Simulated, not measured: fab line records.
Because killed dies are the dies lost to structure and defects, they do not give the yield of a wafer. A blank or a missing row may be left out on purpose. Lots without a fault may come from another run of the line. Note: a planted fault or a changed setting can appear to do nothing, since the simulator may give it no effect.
A sampling plan put to the test	flow nand-harc	48 faults told of in these records, all on one fab line, each judged by the records of the lots it struck
The plan consists of the line's own looks: route steps at which the wafer is read by a gauge or an inspection but not changed. A look can be judged if struck wafers have a number there and the file gives its usual mean and standard deviation on fault-free wafers. Caught: a look later than the fault's first step finds the struck wafers' mean 4 or more of those standard deviations (sigma) from the usual mean. On the tool: the test repeated on the tool's own readings taken at the fault's steps. If the struck wafers alone have a blank record, or they carry another recipe, that too counts as caught.

THE FAULTS, as the simulator had put them in
1. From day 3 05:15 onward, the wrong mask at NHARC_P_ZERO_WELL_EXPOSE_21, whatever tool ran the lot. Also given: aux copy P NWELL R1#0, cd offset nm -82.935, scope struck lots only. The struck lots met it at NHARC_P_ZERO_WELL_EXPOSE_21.
2. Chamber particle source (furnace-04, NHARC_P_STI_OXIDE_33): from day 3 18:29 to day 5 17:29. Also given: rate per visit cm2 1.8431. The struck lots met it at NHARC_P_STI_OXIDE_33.
3. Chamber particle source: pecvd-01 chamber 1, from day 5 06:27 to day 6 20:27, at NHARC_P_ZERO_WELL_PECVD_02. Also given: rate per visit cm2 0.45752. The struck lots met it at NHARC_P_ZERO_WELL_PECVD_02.
4. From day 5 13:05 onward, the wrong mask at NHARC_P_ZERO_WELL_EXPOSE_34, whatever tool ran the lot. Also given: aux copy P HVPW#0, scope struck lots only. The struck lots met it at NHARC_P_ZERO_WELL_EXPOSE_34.
5. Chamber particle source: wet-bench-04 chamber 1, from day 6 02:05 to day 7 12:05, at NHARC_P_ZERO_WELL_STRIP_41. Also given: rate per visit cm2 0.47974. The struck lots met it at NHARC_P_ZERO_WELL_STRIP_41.
6. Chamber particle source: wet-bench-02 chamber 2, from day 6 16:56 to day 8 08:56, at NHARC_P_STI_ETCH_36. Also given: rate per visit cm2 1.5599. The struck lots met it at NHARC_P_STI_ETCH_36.
7. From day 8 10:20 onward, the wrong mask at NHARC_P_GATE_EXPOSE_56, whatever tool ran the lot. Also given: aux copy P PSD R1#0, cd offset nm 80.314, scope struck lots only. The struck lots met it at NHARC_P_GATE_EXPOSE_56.
8. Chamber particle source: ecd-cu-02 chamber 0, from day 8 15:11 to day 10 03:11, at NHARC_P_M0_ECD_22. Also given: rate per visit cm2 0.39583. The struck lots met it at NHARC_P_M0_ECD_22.
9. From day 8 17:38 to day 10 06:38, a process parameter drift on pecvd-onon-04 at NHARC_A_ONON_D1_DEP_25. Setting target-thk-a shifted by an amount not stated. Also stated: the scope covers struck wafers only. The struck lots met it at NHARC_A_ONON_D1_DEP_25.
10. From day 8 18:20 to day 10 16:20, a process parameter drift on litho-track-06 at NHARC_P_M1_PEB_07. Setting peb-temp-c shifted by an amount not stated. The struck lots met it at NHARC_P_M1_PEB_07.
11. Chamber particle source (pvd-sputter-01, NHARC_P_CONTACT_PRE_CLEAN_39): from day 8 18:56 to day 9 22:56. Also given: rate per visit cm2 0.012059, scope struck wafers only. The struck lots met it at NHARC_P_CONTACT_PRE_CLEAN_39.
12. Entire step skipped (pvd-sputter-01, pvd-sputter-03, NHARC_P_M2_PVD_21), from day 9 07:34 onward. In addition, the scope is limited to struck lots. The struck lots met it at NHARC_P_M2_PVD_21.
13. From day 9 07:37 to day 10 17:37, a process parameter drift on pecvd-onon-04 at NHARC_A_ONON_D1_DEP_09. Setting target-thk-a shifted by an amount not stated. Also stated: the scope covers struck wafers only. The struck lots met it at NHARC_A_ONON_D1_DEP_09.
14. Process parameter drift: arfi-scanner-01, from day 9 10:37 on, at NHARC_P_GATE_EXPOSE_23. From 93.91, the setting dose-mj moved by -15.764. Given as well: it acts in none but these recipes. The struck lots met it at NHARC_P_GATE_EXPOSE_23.
15. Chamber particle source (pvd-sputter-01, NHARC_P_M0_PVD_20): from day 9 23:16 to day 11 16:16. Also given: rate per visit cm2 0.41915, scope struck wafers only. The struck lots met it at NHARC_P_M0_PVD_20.
16. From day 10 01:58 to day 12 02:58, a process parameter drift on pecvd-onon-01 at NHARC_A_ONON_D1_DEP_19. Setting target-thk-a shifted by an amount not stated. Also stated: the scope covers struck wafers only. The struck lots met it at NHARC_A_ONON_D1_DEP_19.
17. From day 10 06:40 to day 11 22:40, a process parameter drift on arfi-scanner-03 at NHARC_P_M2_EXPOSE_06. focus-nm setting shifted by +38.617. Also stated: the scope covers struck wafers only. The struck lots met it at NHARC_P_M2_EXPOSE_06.
18. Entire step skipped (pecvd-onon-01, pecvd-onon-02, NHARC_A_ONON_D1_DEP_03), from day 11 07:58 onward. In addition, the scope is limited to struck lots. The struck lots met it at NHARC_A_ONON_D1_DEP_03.
19. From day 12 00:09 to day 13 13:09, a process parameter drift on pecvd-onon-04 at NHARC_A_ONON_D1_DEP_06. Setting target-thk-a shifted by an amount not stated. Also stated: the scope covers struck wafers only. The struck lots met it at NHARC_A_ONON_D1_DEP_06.
20. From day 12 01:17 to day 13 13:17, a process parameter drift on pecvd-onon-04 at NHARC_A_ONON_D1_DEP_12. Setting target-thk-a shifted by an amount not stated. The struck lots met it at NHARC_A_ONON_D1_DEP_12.
21. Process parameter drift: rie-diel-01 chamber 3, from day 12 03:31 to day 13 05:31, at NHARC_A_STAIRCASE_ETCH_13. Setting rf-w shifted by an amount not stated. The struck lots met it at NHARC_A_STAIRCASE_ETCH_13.
22. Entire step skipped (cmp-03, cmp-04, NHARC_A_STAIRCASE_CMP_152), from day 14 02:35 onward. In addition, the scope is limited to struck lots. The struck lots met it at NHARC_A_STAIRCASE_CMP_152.
23. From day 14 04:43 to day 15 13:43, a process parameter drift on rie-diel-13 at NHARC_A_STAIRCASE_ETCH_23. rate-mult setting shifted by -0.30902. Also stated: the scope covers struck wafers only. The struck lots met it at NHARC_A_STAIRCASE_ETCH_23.
24. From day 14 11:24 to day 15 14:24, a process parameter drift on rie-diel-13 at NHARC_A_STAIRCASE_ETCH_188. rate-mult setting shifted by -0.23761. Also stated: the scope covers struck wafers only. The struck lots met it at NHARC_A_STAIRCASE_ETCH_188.
25. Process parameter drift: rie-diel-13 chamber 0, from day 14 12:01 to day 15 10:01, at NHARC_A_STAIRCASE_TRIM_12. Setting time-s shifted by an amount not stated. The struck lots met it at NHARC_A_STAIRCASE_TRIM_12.
26. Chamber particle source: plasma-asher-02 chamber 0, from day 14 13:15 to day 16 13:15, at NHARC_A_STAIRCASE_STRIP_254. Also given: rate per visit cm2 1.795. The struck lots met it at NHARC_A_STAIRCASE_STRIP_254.
27. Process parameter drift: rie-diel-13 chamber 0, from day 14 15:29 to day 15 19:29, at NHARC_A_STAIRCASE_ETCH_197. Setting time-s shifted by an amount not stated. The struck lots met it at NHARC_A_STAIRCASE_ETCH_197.
28. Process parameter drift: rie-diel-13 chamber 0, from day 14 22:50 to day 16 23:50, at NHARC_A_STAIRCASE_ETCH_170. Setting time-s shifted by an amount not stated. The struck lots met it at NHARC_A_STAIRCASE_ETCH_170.
29. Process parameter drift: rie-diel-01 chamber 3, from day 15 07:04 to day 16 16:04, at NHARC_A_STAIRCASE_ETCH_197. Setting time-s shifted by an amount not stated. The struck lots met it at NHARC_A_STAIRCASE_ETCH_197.
30. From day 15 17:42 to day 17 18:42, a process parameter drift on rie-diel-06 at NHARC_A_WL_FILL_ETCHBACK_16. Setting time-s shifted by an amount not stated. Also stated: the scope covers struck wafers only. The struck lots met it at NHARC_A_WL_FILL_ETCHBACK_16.
31. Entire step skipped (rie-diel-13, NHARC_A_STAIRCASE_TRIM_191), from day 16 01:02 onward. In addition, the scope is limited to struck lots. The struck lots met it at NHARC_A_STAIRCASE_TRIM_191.
32. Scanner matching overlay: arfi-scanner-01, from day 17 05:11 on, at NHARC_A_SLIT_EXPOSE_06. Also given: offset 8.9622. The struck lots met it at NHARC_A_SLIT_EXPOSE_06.
33. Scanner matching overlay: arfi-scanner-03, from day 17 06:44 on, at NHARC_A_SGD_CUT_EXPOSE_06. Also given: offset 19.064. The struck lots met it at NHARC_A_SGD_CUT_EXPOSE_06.
34. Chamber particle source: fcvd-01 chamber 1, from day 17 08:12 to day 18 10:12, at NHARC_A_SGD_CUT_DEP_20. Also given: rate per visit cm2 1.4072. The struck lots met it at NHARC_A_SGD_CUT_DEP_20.
35. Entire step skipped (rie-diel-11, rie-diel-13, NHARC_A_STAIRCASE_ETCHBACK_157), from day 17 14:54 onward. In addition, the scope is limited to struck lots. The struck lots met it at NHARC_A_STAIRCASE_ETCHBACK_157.
36. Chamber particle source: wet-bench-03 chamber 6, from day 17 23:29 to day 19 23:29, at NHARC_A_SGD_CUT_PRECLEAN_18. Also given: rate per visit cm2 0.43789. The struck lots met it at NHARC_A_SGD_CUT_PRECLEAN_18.
37. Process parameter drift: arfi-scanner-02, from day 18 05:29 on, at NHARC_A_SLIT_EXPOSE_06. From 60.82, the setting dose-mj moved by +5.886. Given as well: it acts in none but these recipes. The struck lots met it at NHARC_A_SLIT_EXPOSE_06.
38. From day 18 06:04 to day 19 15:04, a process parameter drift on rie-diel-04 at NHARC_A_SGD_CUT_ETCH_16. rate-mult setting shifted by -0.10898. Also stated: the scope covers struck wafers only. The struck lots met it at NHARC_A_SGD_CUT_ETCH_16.
39. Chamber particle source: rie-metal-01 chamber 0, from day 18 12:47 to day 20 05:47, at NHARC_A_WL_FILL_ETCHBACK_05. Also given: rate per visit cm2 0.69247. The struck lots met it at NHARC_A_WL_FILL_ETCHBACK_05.
40. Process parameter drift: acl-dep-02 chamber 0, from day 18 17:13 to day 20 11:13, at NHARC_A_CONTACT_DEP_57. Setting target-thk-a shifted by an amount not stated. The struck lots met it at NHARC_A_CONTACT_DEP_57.
41. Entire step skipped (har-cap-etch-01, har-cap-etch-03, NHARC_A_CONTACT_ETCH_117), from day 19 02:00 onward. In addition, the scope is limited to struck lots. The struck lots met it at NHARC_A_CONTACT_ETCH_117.
42. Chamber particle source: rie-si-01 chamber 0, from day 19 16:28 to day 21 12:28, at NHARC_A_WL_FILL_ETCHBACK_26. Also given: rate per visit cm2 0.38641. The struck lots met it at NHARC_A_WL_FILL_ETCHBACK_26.
43. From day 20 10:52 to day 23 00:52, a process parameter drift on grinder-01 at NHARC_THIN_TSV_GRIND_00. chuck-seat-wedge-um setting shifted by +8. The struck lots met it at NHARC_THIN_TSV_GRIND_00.
44. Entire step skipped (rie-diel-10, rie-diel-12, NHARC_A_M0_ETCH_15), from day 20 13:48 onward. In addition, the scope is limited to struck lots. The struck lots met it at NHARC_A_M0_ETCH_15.
45. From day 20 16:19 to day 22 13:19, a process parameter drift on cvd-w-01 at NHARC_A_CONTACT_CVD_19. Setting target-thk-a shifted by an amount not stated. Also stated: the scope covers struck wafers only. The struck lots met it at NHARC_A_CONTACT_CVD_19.
46. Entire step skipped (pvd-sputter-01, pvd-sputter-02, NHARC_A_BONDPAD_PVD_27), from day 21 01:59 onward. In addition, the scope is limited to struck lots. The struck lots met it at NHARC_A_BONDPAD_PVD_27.
47. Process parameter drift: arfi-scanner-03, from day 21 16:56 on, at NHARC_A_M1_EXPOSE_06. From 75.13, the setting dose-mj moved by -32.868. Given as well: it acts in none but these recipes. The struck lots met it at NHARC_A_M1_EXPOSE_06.
48. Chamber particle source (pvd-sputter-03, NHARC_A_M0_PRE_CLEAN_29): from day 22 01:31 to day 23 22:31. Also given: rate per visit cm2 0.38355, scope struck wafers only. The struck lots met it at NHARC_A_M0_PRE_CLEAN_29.

WHAT THE PLAN SAW
fault	on the tool itself	first look that catches it	reading, sigma	median hours from its first step to that look	hours from the fault's start to the first struck lot there	judged looks passed uncaught
1	under 2 sigma	NHARC_P_ZERO_WELL_CD_MEAS_24	cd-nm -36	0.1	3	0
2	under 2 sigma	NHARC_END_SORT_01	killed-at-periphery +99 or beyond	398.8	418	0
3	no reading that can be judged	NHARC_P_ZERO_WELL_INSPECT_43	raw-defect-count +39	7.0	13	0
4	no reading that can be judged	NHARC_END_SORT_01	killed-at-periphery +99 or beyond	420.8	422	1
5	no reading that can be judged	NHARC_P_ZERO_WELL_INSPECT_43	raw-defect-count +39	2.5	23	0
6	no reading that can be judged	NHARC_P_STI_INSPECT_25	raw-defect-count +13	8.9	12	0
7	no reading that can be judged	NHARC_P_GATE_CD_MEAS_59	cd-nm +32	0.2	0	0
8	under 2 sigma	NHARC_END_SORT_01	killed-at-periphery +96	325.2	327	0
9	under 2 sigma	NHARC_A_ONON_D1_THK_MEAS_27	thk-nm +83	0.4	8	0
10	plate-temp-C -92 sigma	NHARC_P_M1_CD_MEAS_09	cd-nm -89	0.1	7	0
11	no reading that can be judged	none of the 2 looks that can be judged after it	strongest: killed-at-periphery at NHARC_END_SORT_01, +3.9	-	-	2
12	the tool's record is blank for the struck wafers	NHARC_END_SORT_01	killed-at-periphery +99 or beyond	311.4	318	1
13	under 2 sigma	NHARC_A_ONON_D1_THK_MEAS_11	thk-nm +44	0.5	5	0
14	exposure-dose-mJ-cm2 -99 or beyond sigma	NHARC_P_GATE_CD_MEAS_26	cd-nm +11	0.1	13	0
15	under 2 sigma	NHARC_END_SORT_01	killed-at-periphery +27	318.1	319	4
16	no reading that can be judged	NHARC_A_ONON_D1_THK_MEAS_21	thk-nm -28	0.5	6	0
17	no reading that can be judged	NHARC_P_M2_CD_MEAS_09	cd-nm +4.2	0.2	33	0
18	the tool's record is blank for the struck wafers	NHARC_END_SORT_01	killed-at-array +65	280.1	283	0
19	under 2 sigma	NHARC_A_ONON_D1_THK_MEAS_08	thk-nm -63	0.5	11	0
20	no reading that can be judged	NHARC_A_ONON_D1_THK_MEAS_14	thk-nm -69	0.5	11	0
21	rf-fwd-power-W -88 sigma	NHARC_END_SORT_01	killed-at-array +65	208.9	210	0
22	the tool's record is blank for the struck wafers	NHARC_END_SORT_01	killed-at-array +65	137.7	132	0
23	oes-product-au -10 sigma	NHARC_END_SORT_01	killed-at-array +65	199.5	201	0
24	oes-product-au -8.5 sigma	NHARC_END_SORT_01	killed-at-array +20	193.1	195	0
25	run-length-s -99 or beyond sigma	NHARC_END_SORT_01	killed-at-array +32	208.2	207	0
26	under 2 sigma	NHARC_END_SORT_01	killed-at-array +9.5	186.0	193	1
27	run-length-s -32 sigma	NHARC_END_SORT_01	killed-at-array +65	199.5	206	0
28	run-length-s -15 sigma	NHARC_END_SORT_01	killed-at-array +60	201.3	208	0
29	run-length-s -27 sigma	NHARC_END_SORT_01	killed-at-array +50	196.0	209	0
30	run-length-s -33 sigma	NHARC_END_SORT_01	killed-at-array +65	99.9	110	0
31	the tool's record is blank for the struck wafers	NHARC_END_SORT_01	killed-at-array +65	188.9	198	0
32	under 2 sigma	NHARC_A_SLIT_OVL_MEAS_10	overlay-x-nm +10	0.2	1	0
33	no reading that can be judged	NHARC_A_SGD_CUT_OVL_MEAS_10	overlay-x-nm +19	0.2	10	0
34	no reading that can be judged	NHARC_END_SORT_01	killed-at-array +8.9	140.4	140	2
35	the tool's record is blank for the struck wafers	NHARC_END_SORT_01	killed-at-array +65	133.9	132	0
36	under 2 sigma	NHARC_END_SORT_01	killed-dies +7.0	124.0	143	1
37	exposure-dose-mJ-cm2 +76 sigma	NHARC_A_SLIT_CD_MEAS_09	cd-nm +6.0	0.1	2	0
38	only faintly: oes-product-au -2.2 sigma	NHARC_END_SORT_01	killed-at-array +63	122.2	137	0
39	under 2 sigma	NHARC_END_SORT_01	killed-at-array +7.1	107.5	123	0
40	under 2 sigma	NHARC_END_SORT_01	killed-at-array +41	66.3	68	0
41	the tool's record is blank for the struck wafers	NHARC_END_SORT_01	killed-at-array +65	70.6	76	0
42	under 2 sigma	NHARC_END_SORT_01	killed-at-array +7.4	106.9	111	1
43	under 2 sigma	NHARC_END_SORT_01	killed-at-other +99 or beyond	22.7	25	0
44	the tool's record is blank for the struck wafers	NHARC_END_SORT_01	sort_bin_2_pct +99 or beyond	46.9	48	0
45	under 2 sigma	no look after it can be judged	-	-	-	0
46	the tool's record is blank for the struck wafers	NHARC_END_SORT_01	sort_bin_2_pct +99 or beyond	32.7	36	0
47	exposure-dose-mJ-cm2 -99 or beyond sigma	NHARC_A_M1_CD_MEAS_09	cd-nm -46	0.1	1	0
48	under 2 sigma	NHARC_END_SORT_01	sort_bin_3_pct +5.6	43.3	55	1
A dash: this means the fault isn't caught or the number doesn't appear in these records.

Caught at a look: 46 of 48. Caught on the tool: 20 of 48. By one or the other: 46 of 48.
Caught at a look alone: faults 1, 2, 3, 4, 5, 6, 7, 8, 9, 13, 15, 16, 17, 19, 20, 26, 32, 33, 34, 36, 38, 39, 40, 42, 43, 48.
Caught by neither: faults 11, 45.

THINNER SAMPLING
If the look that catches a fault measured only every second or every third lot, by lot number, the first struck lot would be measured this late in the worst case:
fault	struck lots at that look, in order of time	every lot	every second lot	every third lot
1	L310	3 h	may miss it	may miss it
2	L757, L756	418 h	418 h	may miss all 2
3	L258, L259	13 h	19 h	may miss all 2
4	L831	422 h	may miss it	may miss it
5	L973	23 h	may miss it	may miss it
6	L106, L107	12 h	19 h	may miss all 2
7	L453	0 h	may miss it	may miss it
8	L209, L210	327 h	338 h	may miss all 2
9	L224, L226, L227	8 h	29 h	may miss all 3
10	L118, L117	7 h	8 h	may miss all 2
12	L242, L244, L245	318 h	333 h	may miss all 3
13	L455, L457, L459	5 h	may miss all 3	33 h
14	L580, L581	13 h	20 h	may miss all 2
15	L925	319 h	may miss it	may miss it
16	L489, L491, L494	6 h	36 h	may miss all 3
17	L427	33 h	may miss it	may miss it
18	L405, L404	283 h	284 h	may miss all 2
19	L164, L166	11 h	may miss all 2	may miss all 2
20	L224, L226	11 h	may miss all 2	may miss all 2
21	L126, L130	210 h	may miss all 2	may miss all 2
22	L827, L829	132 h	may miss all 2	may miss all 2
23	L573, L574	201 h	215 h	may miss all 2
24	L734	195 h	may miss it	may miss it
25	L672, L673	207 h	220 h	may miss all 2
26	L670	193 h	may miss it	may miss it
27	L279, L282	206 h	225 h	may miss all 2
28	L297, L300	208 h	232 h	may miss all 2
29	L736	209 h	may miss it	may miss it
30	L754, L755	110 h	115 h	may miss all 2
31	L193, L192	198 h	199 h	may miss all 2
32	L611, L617	1 h	may miss all 2	may miss all 2
33	L204, L205	10 h	20 h	may miss all 2
34	L852, L854	140 h	may miss all 2	may miss all 2
35	L612, L611, L614	132 h	133 h	may miss all 3
36	L133	143 h	may miss it	may miss it
37	L444, L447, L450	2 h	9 h	may miss all 3
38	L377, L381	137 h	may miss all 2	may miss all 2
39	L561, L564	123 h	129 h	may miss all 2
40	L608, L609	68 h	84 h	may miss all 2
41	L305, L307	76 h	may miss all 2	may miss all 2
42	L147	111 h	may miss it	may miss it
43	L653, L658	25 h	26 h	may miss all 2
44	L185, L187	48 h	may miss all 2	may miss all 2
46	L284, L285	36 h	50 h	may miss all 2
47	L846, L850	1 h	may miss all 2	may miss all 2
48	L828	55 h	may miss it	may miss it
Hours: fault start to first struck lot measured. Since the struck wafers were tested as one group against 4 sigma, a single lot by itself may lie under the limit. Other struck lots may not be in these records.

THE LONGEST TIMED WAY FROM STEP TO LOOK
In fault 4, a median of 420.8 hours elapses between NHARC_P_ZERO_WELL_EXPOSE_34 and NHARC_END_SORT_01. The look between them that can be judged stayed within 4 sigma: NHARC_P_ZERO_WELL_CD_MEAS_52.
